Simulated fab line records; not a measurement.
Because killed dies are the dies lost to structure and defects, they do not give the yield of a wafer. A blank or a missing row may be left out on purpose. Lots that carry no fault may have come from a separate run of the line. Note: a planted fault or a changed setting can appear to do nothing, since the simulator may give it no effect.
A struck lot beside a sound one | flow nand-harc | 14 out of 1159 route steps
Sound: the wafers L854.3, L854.4, L854.6. Struck: wafer L856.1 (L856.3, L856.6, from the same lot, were not struck and are left out); the cause is given at the end.
Per side, at each step with rows, come the tool, then ch with its chambers, and then its first start. Under that, the readings that differ: sound wafers | struck wafers | difference of the means | sigmas: that difference in standard deviations of wafers without a fault.
alike: readings with means less than 2 such deviations apart, plus words and numbers identical on both sides. not compared: withheld readings, readings lacking a value on some wafer, bounds such as >300 that could conceal the same value, and numbers that have no deviation in the record and whose values overlap.
A row with sigmas, a row that says differs or no value, or rows on one side alone: a step with any of these is where the two part. Non-overlapping numbers with no deviation appear without sigmas and do not part them. A reading missing from all wafers of one side parts the sides only when that side holds two or more wafers.

NHARC_A_CONTACT_DESCUM_13: chemistry O2, time 3 s.
  sound on rie-diel-13 ch 0,2, day 22 17:29; struck on rie-diel-11 ch 2, day 22 12:54
  alike: drypump-motor-current-A, oes-product-au, rf-vpp-V, showerhead-plenum-p-Torr, throttle-valve-pct
  not compared: rf-hours-counter-h
then, 3 steps without rows for these wafers: NHARC_A_CONTACT_ETCH_88 (etches the open film in CF4, target depth 39 nm, time 65 s); NHARC_A_CONTACT_ETCH_89 (etches the open film in N2/H2, target depth 260 nm, time 475.3 s); NHARC_A_CONTACT_ETCH_30 (etches the open film in CF4/CHF3, target depth 60.5 nm, time 30.2 s).
NHARC_A_CONTACT_ETCH_31: etches the open film in O2/COS, target depth 2000 nm, time 520 s.
  sound on rie-diel-13 ch 1,2; struck on rie-diel-11 ch 0
  reading                         | sound             | struck | difference | sigmas
  rf-vpp-V (V)                    | 314.1 316.5 316.6 | 310.9  | -4.8       | -2
  showerhead-plenum-p-Torr (Torr) | 3.15 3.37 3.37    | 2.89   | -0.41      | -3
  alike: drypump-motor-current-A, oes-product-au, rf-fwd-power-W, throttle-valve-pct
  not compared: rf-hours-counter-h
then, 1 step without rows for these wafers: NHARC_A_CONTACT_ETCH_134 (etches the open film in C4F8/O2/Ar, time 140 s, target depth 700 nm).
NHARC_A_CONTACT_ETCH_135: etches the open film in C4F8/O2/Ar, time 132 s, target depth 1287 nm.
  sound on har-cap-etch-01 ch 0,1, day 22 18:50; struck on har-cap-etch-03 ch 0, day 22 14:06
  reading                | sound | struck | difference                   | sigmas
  rf-hours-counter-h (h) | - - - | 103    | no value on the sound wafers |
NHARC_A_CONTACT_ETCH_136: etches the open film in C4F8/O2/Ar, time 132 s, target depth 1287 nm.
  sound on har-cap-etch-01 ch 0,1, day 22 18:58; struck on har-cap-etch-03 ch 0, day 22 14:13
  reading                | sound | struck | difference                   | sigmas
  rf-hours-counter-h (h) | - - - | 103    | no value on the sound wafers |
then, 3 steps without rows for these wafers: NHARC_A_CONTACT_ETCH_137 (etches the open film in C4F8/O2/Ar, time 132 s, target depth 1287 nm); NHARC_A_CONTACT_ETCH_138 (etches the open film in C4F8/O2/Ar, time 132 s, target depth 1289 nm); NHARC_A_CONTACT_ETCH_139 (etches the open film in C4F8/O2/Ar, time 137 s, target depth 590 nm).
NHARC_A_CONTACT_ETCH_92: etches the open film in CH3F/O2, target depth 40 nm, time 85.7 s.
  sound on rie-diel-08 ch 0,1,3, day 22 19:54; struck on rie-diel-13 ch 3, day 22 15:02
  reading               | sound             | struck | difference | sigmas
  oes-product-au (a.u.) | 1.014 0.991 0.998 | 0.919  | -0.082     | -3
  alike: drypump-motor-current-A, rf-fwd-power-W, rf-vpp-V, showerhead-plenum-p-Torr, throttle-valve-pct
  not compared: rf-hours-counter-h
NHARC_A_CONTACT_ETCH_98: etches the open film in C4F6/O2, target depth 20 nm, time 10 s.
  sound on rie-diel-08 ch 1,2,3, day 22 20:02; struck on rie-diel-13 ch 1, day 22 15:10
  reading                     | sound             | struck | difference | sigmas
  drypump-motor-current-A (A) | 4.9 5.1 5.4       | 6.1    | +1.0       | +2
  oes-product-au (a.u.)       | 0.981 1.000 0.994 | 0.764  | -0.228     | -11
  alike: rf-fwd-power-W, rf-vpp-V, showerhead-plenum-p-Torr, throttle-valve-pct
  not compared: rf-hours-counter-h
NHARC_A_CONTACT_CD_MEAS_15:
  sound on cd-sem-03, day 22 20:07; struck on cd-sem-02, day 22 15:16
  alike: cd-nm

## WHERE THEY PART
Last at NHARC_A_CONTACT_ETCH_98 as far as this record goes, first at NHARC_A_CONTACT_ETCH_31. Later steps at which nothing parts them and some readings are alike: NHARC_A_CONTACT_CD_MEAS_15.

WHY: what had been put in by the simulator
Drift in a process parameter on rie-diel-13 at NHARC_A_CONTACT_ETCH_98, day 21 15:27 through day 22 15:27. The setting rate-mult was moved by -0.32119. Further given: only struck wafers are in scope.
